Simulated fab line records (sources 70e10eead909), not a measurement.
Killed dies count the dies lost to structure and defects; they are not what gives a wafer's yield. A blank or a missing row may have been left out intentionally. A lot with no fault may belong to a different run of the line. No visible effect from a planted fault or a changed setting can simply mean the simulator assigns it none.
A struck lot beside a sound one | flow nand-harc | 18 steps out of a route of 1302
Sound: wafers L820.1, L820.4, L820.6. The struck wafers were L818.1, L818.4, L818.6. At the end, the cause is stated.
Order at every step that has rows: each side's tool, ch and its chambers, its first start. Under that, the readings that differ: sound wafers | struck wafers | difference of the means | sigmas: that difference in standard deviations of wafers without a fault.
alike: readings whose means differ by less than 2 such deviations, and words and numbers that are the same on both sides. not compared: withheld readings, readings that some wafer has no value for, bounds like >300 that may hide the same value, and numbers for which the record gives no deviation and whose values overlap.
Wherever a step has rows on one side only, a row that says differs or no value, or a row with sigmas, the two part there. When numbers do not overlap yet have no deviation, they are printed without sigmas and do not part them. A reading missing from all wafers of one side parts the sides only when that side holds two or more wafers.

NHARC_A_BLC_CVD_24: deposits W, target thk 150 nm, time 434 s.
  sound: cvd-w-02 ch 0,1; struck: cvd-w-02 ch 0,1
  alike: heater-power-w, throttle-valve-pct
NHARC_A_BLC_CMP_25: polishes, t overpolish 30 s, target thk 150 nm.
  sound on cmp-03 ch 1,2, day 31 18:30; struck on cmp-04 ch 0,3, day 31 01:31
  alike: motor-current-A, overpolish-run-s, retaining-ring-pressure-frac, time-to-endpoint-s
next, for these wafers, 1 step has no rows: NHARC_A_BLC_SRD_27.
NHARC_A_BLC_INSPECT_28:
  sound on defect-inspect-01 at day 31 18:55; struck on defect-inspect-01 at day 31 01:55
  alike: raw-defect-count
then, 7 steps without rows for these wafers: NHARC_A_M0_DEP_00 (deposits SiOC, target thk 150 nm); NHARC_A_M0_DEHYDRATE_01 (time 120 s); NHARC_A_M0_HMDS_02 (time 30 s); NHARC_A_M0_COAT_33 (time 65 s); NHARC_A_M0_COAT_03 (resist thk 90 nm); NHARC_A_M0_SOFTBAKE_04 (time 55 s); NHARC_A_M0_EBR_05.
NHARC_A_M0_EXPOSE_06: exposes mask A M0, target cd 80 nm.
  sound on arfi-scanner-01 ch 0, day 31 19:41; struck on arfi-scanner-03 ch 0, day 31 02:46
  reading                      | sound                | struck            | difference | sigmas
  model.A_M0.overlay-x-nm (nm) | 0.7196 0.7196 0.7196 | 14.66 14.66 14.66 | +13.94     |
  alike: mask
then, 2 steps without rows for these wafers: NHARC_A_M0_PEB_07 (peb time 65 s); NHARC_A_M0_DEVELOP_08 (develop time 35 s).
NHARC_A_M0_CD_MEAS_09: target cd 80 nm.
  sound on cd-sem-03 ch 0, day 31 19:49; struck on cd-sem-03 ch 0, day 31 02:54
  alike: cd-nm
NHARC_A_M0_OVL_MEAS_10: pitch 160 nm.
  sound on overlay-02 at day 31 19:55; struck on overlay-01 at day 31 02:59
  reading           | sound       | struck         | difference | sigmas
  overlay-x-nm (nm) | 1.0 0.9 0.9 | 14.3 14.2 15.1 | +13.6      | +16
  alike: overlay-y-nm
NHARC_A_M0_INSPECT_11:
  sound on defect-inspect-02 at day 31 19:56; struck on defect-inspect-01 at day 31 03:01
  alike: raw-defect-count
next, for these wafers, 1 step has no rows: NHARC_END_SORT_01.

== WHERE THEY PART ==
Only at NHARC_A_M0_OVL_MEAS_10, within this record. Later steps at which nothing parts them and some readings are alike: NHARC_A_M0_INSPECT_11.

WHY: what the simulator had put in
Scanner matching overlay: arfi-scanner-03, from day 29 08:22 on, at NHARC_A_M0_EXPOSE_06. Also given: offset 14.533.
